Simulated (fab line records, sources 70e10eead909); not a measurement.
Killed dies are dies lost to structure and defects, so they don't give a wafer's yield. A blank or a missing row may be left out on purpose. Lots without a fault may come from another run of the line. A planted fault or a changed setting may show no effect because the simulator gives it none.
Which tool did it? | flow nand_harc | 24 lots, 72 wafers sampled, at 5 steps of a route of 1302

WHAT THE GAUGES READ, wafer by wafer
NHARC_A_SGD_CUT_CD_MEAS_09: target cd 100 nm.
lot  | measured     | on        | cd_nm (nm)
L075 | day 19 13:28 | cd_sem-01 | 99.7 100.1 99.3
L074 | day 19 19:05 | cd_sem-02 | 100.2 99.8 99.5
L076 | day 20 00:52 | cd_sem-03 | 100.7 100.4 100.6
L077 | day 20 00:42 | cd_sem-03 | 98.4 99.6 99.1
L078 | day 20 21:44 | cd_sem-02 | 99.8 99.5 99.0
L080 | day 21 23:13 | cd_sem-03 | 99.4 98.8 98.6
L079 | day 22 01:11 | cd_sem-01 | 100.1 99.5 100.0
L081 | day 22 07:32 | cd_sem-01 | 100.5 100.1 100.3
L082 | day 23 06:10 | cd_sem-02 | 99.5 99.5 99.8
L083 | day 23 05:40 | cd_sem-01 | 99.6 98.6 98.6
L085 | day 23 19:52 | cd_sem-03 | 100.2 99.7 100.2
L084 | day 23 20:07 | cd_sem-02 | 99.9 100.0 99.7
L086 | day 23 23:59 | cd_sem-03 | 100.4 100.0 100.3
L087 | day 24 00:14 | cd_sem-02 | 100.0 100.1 100.6
L089 | day 25 05:08 | cd_sem-01 | 100.4 100.0 100.3
L088 | day 25 04:55 | cd_sem-03 | 99.7 100.3 99.7
L091 | day 26 13:04 | cd_sem-01 | 99.2 98.8 98.4
L090 | day 26 12:46 | cd_sem-03 | 99.9 100.2 100.0
L092 | day 27 08:28 | cd_sem-03 | 99.4 100.3 98.9
L093 | day 27 08:30 | cd_sem-02 | 99.9 100.7 99.4
L094 | day 27 08:15 | cd_sem-03 | 100.0 100.5 100.4
L096 | day 28 08:37 | cd_sem-02 | 98.8 99.3 99.9
L095 | day 28 08:39 | cd_sem-01 | 100.4 100.4 100.2
L097 | day 28 16:25 | cd_sem-01 | 100.1 100.1 99.7

NHARC_A_SGD_CUT_INSPECT_11.
lot  | measured     | on                | raw_defect_count
L075 | day 19 13:35 | defect_inspect-02 | 105 105 123
L074 | day 19 19:12 | defect_inspect-01 | 19 28 28
L076 | day 20 01:00 | defect_inspect-02 | 59 61 65
L077 | day 20 00:50 | defect_inspect-01 | 26 18 24
L078 | day 20 21:51 | defect_inspect-01 | 115 118 112
L080 | day 21 23:20 | defect_inspect-01 | 25 14 24
L079 | day 22 01:18 | defect_inspect-02 | 118 106 115
L081 | day 22 07:40 | defect_inspect-01 | 56 59 68
L082 | day 23 06:17 | defect_inspect-02 | 60 74 63
L083 | day 23 05:47 | defect_inspect-02 | 60 80 84
L085 | day 23 20:00 | defect_inspect-02 | 35 30 33
L084 | day 23 20:14 | defect_inspect-02 | 49 47 51
L086 | day 24 00:07 | defect_inspect-02 | 37 34 38
L087 | day 24 00:21 | defect_inspect-01 | 20 20 14
L089 | day 25 05:16 | defect_inspect-02 | 46 43 46
L088 | day 25 05:02 | defect_inspect-01 | 20 18 25
L091 | day 26 13:11 | defect_inspect-01 | 30 29 28
L090 | day 26 12:53 | defect_inspect-02 | 86 89 95
L092 | day 27 08:35 | defect_inspect-02 | 18 26 17
L093 | day 27 08:37 | defect_inspect-01 | 30 26 24
L094 | day 27 08:23 | defect_inspect-02 | 59 57 65
L096 | day 28 08:44 | defect_inspect-01 | 73 71 66
L095 | day 28 08:47 | defect_inspect-02 | 7 11 6
L097 | day 28 16:32 | defect_inspect-02 | 44 47 60

WHICH TOOL RAN EACH LOT (tool, then ch and the chambers of the sampled wafers, then the start)
lot  | NHARC_A_STAIRCASE_ETCH_294                    | NHARC_A_STAIRCASE_STRIP_475                   | NHARC_A_STAIRCASE_CMP_472
L075 | rie_diel-10 ch 2,3, day 19 12:26 or earlier   | rie_diel-13 ch 1,3, day 19 12:26 or earlier   | cmp-02 ch 0,3, day 19 12:26
L074 | rie_diel-10 ch 1,2,3, day 19 17:35 or earlier | rie_diel-10 ch 0,3, day 19 17:35              | cmp-02 ch 0,1, day 19 17:57
L076 | rie_diel-13 ch 2,3, day 19 23:46 or earlier   | rie_diel-02 ch 0,2,3, day 19 23:46 or earlier | cmp-01 ch 0,2,3, day 19 23:46
L077 | rie_diel-13 ch 2,3, day 19 23:34 or earlier   | rie_diel-13 ch 1,2,3, day 19 23:34 or earlier | cmp-02 ch 0,3, day 19 23:34
L078 | rie_diel-02 ch 1,2, day 20 20:36 or earlier   | rie_diel-02 ch 2,3, day 20 20:36 or earlier   | cmp-01 ch 0,3, day 20 20:36
L080 | rie_diel-10 ch 0,1,3, day 21 22:10 or earlier | rie_diel-13 ch 0,1,2, day 21 22:10 or earlier | cmp-02 ch 0,1,2, day 21 22:10
L079 | rie_diel-13 ch 0,2,3, day 22 00:05 or earlier | rie_diel-10 ch 1,2, day 22 00:05 or earlier   | cmp-01 ch 0,1,3, day 22 00:05
L081 | rie_diel-10 ch 0,3, day 22 06:31 or earlier   | rie_diel-13 ch 1,2,3, day 22 06:31 or earlier | cmp-02 ch 1,3, day 22 06:31
L082 | rie_diel-02 ch 0,1,3, day 23 05:02 or earlier | rie_diel-13 ch 1,2,3, day 23 05:02 or earlier | cmp-04 ch 0,2,3, day 23 05:02
L083 | rie_diel-13 ch 1,2,3, day 23 04:32 or earlier | rie_diel-02 ch 0,1,3, day 23 04:32 or earlier | cmp-02 ch 1,2,3, day 23 04:32
L085 | rie_diel-02 ch 0,1,2, day 23 18:44 or earlier | rie_diel-13 ch 0,2,3, day 23 18:44 or earlier | cmp-04 ch 1,2,3, day 23 18:44
L084 | rie_diel-10 ch 0,3, day 23 19:01 or earlier   | rie_diel-13 ch 0,1, day 23 19:01 or earlier   | cmp-02 ch 0,2,3, day 23 19:01
L086 | rie_diel-10 ch 0,1,3, day 23 22:53 or earlier | rie_diel-13 ch 0,1,3, day 23 22:53 or earlier | cmp-01 ch 0,2, day 23 22:53
L087 | rie_diel-02 ch 1,3, day 23 23:06 or earlier   | rie_diel-13 ch 1,2, day 23 23:06 or earlier   | cmp-01 ch 0,1,3, day 23 23:06
L089 | rie_diel-10 ch 0,1, day 25 04:01 or earlier   | rie_diel-10 ch 0,3, day 25 04:01 or earlier   | cmp-01 ch 0,1, day 25 04:01
L088 | rie_diel-10 ch 0,2,3, day 25 03:49 or earlier | rie_diel-10 ch 1,2,3, day 25 03:49 or earlier | cmp-04 ch 0,1, day 25 03:49
L091 | rie_diel-13 ch 1,2,3, day 26 12:00 or earlier | rie_diel-10 ch 0,1,2, day 26 12:00 or earlier | cmp-02 ch 0,2,3, day 26 12:00
L090 | rie_diel-02 ch 0,1,2, day 26 11:42 or earlier | rie_diel-10 ch 0,1, day 26 11:42 or earlier   | cmp-01 ch 1,2,3, day 26 11:42
L092 | rie_diel-10 ch 0,1,2, day 27 07:22 or earlier | rie_diel-10 ch 0,1,2, day 27 07:22 or earlier | cmp-02 ch 0,1,3, day 27 07:22
L093 | rie_diel-10 ch 0,1,3, day 27 07:25 or earlier | rie_diel-13 ch 0,1,2, day 27 07:25 or earlier | cmp-01 ch 2,3, day 27 07:25
L094 | rie_diel-13 ch 1,3, day 27 07:18 or earlier   | rie_diel-13 ch 1,2, day 27 07:18 or earlier   | cmp-04 ch 0,1,2, day 27 07:18
L096 | rie_diel-02 ch 0,2,3, day 28 07:32 or earlier | rie_diel-02 ch 0,3, day 28 07:32 or earlier   | cmp-04 ch 0,1,2, day 28 07:32
L095 | rie_diel-13 ch 0,2,3, day 28 07:33 or earlier | rie_diel-02 ch 0,1,3, day 28 07:33 or earlier | cmp-01 ch 0,1,3, day 28 07:33
L097 | rie_diel-10 ch 1,3, day 28 15:20 or earlier   | rie_diel-10 ch 1,2,3, day 28 15:20 or earlier | cmp-02 ch 0,1,3, day 28 15:20
- NHARC_A_STAIRCASE_ETCH_294: etches the open film in C4F8/O2/Ar, target depth 4989 nm, time 1211.6 s.
- NHARC_A_STAIRCASE_STRIP_475: strips in O2, time 20 s.
- NHARC_A_STAIRCASE_CMP_472: polishes SiO2.

WHAT THE TOOLS THEMSELVES READ (means of the sampled wafers that have a number; where no wafer has one, the mark that the record gives instead)
NHARC_A_STAIRCASE_ETCH_294.
lot  | tool        | oes_product_au (a.u.) | rf_vpp_V (V)
L075 | rie_diel-10 | 0.943                 | 1819
L074 | rie_diel-10 | 0.935                 | 1821
L076 | rie_diel-13 | 0.935                 | 1811
L077 | rie_diel-13 | 0.935                 | 1813
L078 | rie_diel-02 | 0.944                 | 1834
L080 | rie_diel-10 | 0.940                 | 1819
L079 | rie_diel-13 | 0.948                 | 1814
L081 | rie_diel-10 | 0.923                 | 1814
L082 | rie_diel-02 | 0.927                 | 1837
L083 | rie_diel-13 | 0.942                 | 1817
L085 | rie_diel-02 | 0.937                 | 1835
L084 | rie_diel-10 | 0.923                 | 1813
L086 | rie_diel-10 | 0.933                 | 1818
L087 | rie_diel-02 | 0.951                 | 1834
L089 | rie_diel-10 | 0.929                 | 1823
L088 | rie_diel-10 | 0.929                 | 1816
L091 | rie_diel-13 | 0.928                 | 1831
L090 | rie_diel-02 | 0.934                 | 1833
L092 | rie_diel-10 | 0.923                 | 1819
L093 | rie_diel-10 | 0.928                 | 1816
L094 | rie_diel-13 | 0.932                 | 1841
L096 | rie_diel-02 | 0.920                 | 1828
L095 | rie_diel-13 | 0.932                 | 1824
L097 | rie_diel-10 | 0.939                 | 1821

NHARC_A_STAIRCASE_STRIP_475.
lot  | tool        | drypump_motor_current_A (A) | mfc_ar_sccm (sccm) | oes_product_au (a.u.) | rf_vpp_V (V) | showerhead_plenum_p_Torr (Torr) | throttle_valve_pct (%)
L075 | rie_diel-13 | 5.7                         | 0.019              | 0.998                 | 57.3         | 3.49                            | 17.043
L074 | rie_diel-10 | 5.6                         | 0.003              | 0.999                 | 56.0         | 3.37                            | 17.040
L076 | rie_diel-02 | 5.2                         | 0.016              | 0.999                 | 58.0         | 3.57                            | 17.042
L077 | rie_diel-13 | 5.6                         | 0.021              | 1.007                 | 57.0         | 3.41                            | 17.038
L078 | rie_diel-02 | 4.9                         | 0.029              | 1.016                 | 56.9         | 3.54                            | 17.036
L080 | rie_diel-13 | 5.7                         | 0.014              | 1.004                 | 57.7         | 3.44                            | 17.027
L079 | rie_diel-10 | 5.5                         | 0.027              | 1.000                 | 57.1         | 3.49                            | 17.036
L081 | rie_diel-13 | 5.6                         | 0.021              | 1.010                 | 58.0         | 3.40                            | 17.034
L082 | rie_diel-13 | 5.5                         | 0.021              | 1.008                 | 59.0         | 3.58                            | 17.037
L083 | rie_diel-02 | 5.4                         | 0.020              | 0.998                 | 57.6         | 3.64                            | 17.031
L085 | rie_diel-13 | 5.6                         | 0.017              | 0.999                 | 57.3         | 3.51                            | 17.033
L084 | rie_diel-13 | 6.0                         | 0.012              | 1.011                 | 57.5         | 3.52                            | 17.038
L086 | rie_diel-13 | 5.8                         | 0.015              | 1.005                 | 57.9         | 3.59                            | 17.033
L087 | rie_diel-13 | 5.5                         | 0.020              | 0.985                 | 57.5         | 3.42                            | 17.039
L089 | rie_diel-10 | 5.6                         | 0.002              | 1.003                 | 57.2         | 3.32                            | 17.035
L088 | rie_diel-10 | 5.5                         | 0.016              | 1.000                 | 58.1         | 3.41                            | 17.034
L091 | rie_diel-10 | 5.5                         | 0.017              | 1.003                 | 58.0         | 3.42                            | 17.038
L090 | rie_diel-10 | 5.7                         | 0.014              | 0.999                 | 57.5         | 3.40                            | 17.039
L092 | rie_diel-10 | 5.5                         | 0.017              | 1.004                 | 57.5         | 3.42                            | 17.034
L093 | rie_diel-13 | 5.8                         | 0.014              | 0.999                 | 57.0         | 3.42                            | 17.025
L094 | rie_diel-13 | 5.7                         | 0.018              | 0.992                 | 57.3         | 3.48                            | 17.037
L096 | rie_diel-02 | 4.9                         | 0.026              | 0.999                 | 58.0         | 3.54                            | 17.036
L095 | rie_diel-02 | 5.5                         | 0.020              | 1.004                 | 58.3         | 3.62                            | 17.030
L097 | rie_diel-10 | 5.5                         | 0.016              | 1.009                 | 56.9         | 3.40                            | 17.037

NHARC_A_STAIRCASE_CMP_472.
lot  | tool   | edge_zone_pressure_frac | motor_current_A (A)
L075 | cmp-02 | 0.997                   | 12.0
L074 | cmp-02 | 0.998                   | 12.4
L076 | cmp-01 | 1.000                   | 10.1
L077 | cmp-02 | 0.999                   | 12.0
L078 | cmp-01 | 1.002                   | 10.0
L080 | cmp-02 | 1.005                   | 12.6
L079 | cmp-01 | 1.002                   | 10.0
L081 | cmp-02 | 1.000                   | 12.8
L082 | cmp-04 | 1.001                   | 12.3
L083 | cmp-02 | 1.003                   | 12.5
L085 | cmp-04 | 1.004                   | 12.1
L084 | cmp-02 | 1.000                   | 12.0
L086 | cmp-01 | 0.999                   | 10.1
L087 | cmp-01 | 1.000                   | 10.2
L089 | cmp-01 | 0.999                   | 9.6
L088 | cmp-04 | 0.999                   | 12.0
L091 | cmp-02 | 1.001                   | 11.8
L090 | cmp-01 | 0.997                   | 10.6
L092 | cmp-02 | 1.000                   | 12.3
L093 | cmp-01 | 0.998                   | 11.1
L094 | cmp-04 | 1.001                   | 12.5
L096 | cmp-04 | 1.001                   | 12.4
L095 | cmp-01 | 1.002                   | 10.1
L097 | cmp-02 | 1.004                   | 12.6

THE ANSWER, worked out from the rows above alone
Rule: what is usual is taken from the lots themselves. Put in order of their means at a reading, lots are off if they are a third of the lots or fewer, leave a main group of 4 or more, and stand apart from it by a gap of 3 or more times the standard deviation of the main group's means; of several such gaps the widest counts. A main group whose means are all the same, to the digits that the tables above print for the reading, isn't used. A lot without any number at a reading at which 4 lots or more have one is off too. The other lots that the step has rows for count as sound. The gauges are gone through in route order, then the tools' own readings, and for those a lot's mean is taken as printed above. The first step at which some lot is off is used, and at that step the reading that is off furthest; a lot without a number counts as furthest.
No lot is off at any reading shown: from this, nothing can be told.

WHAT THE SIMULATOR HAD PUT IN
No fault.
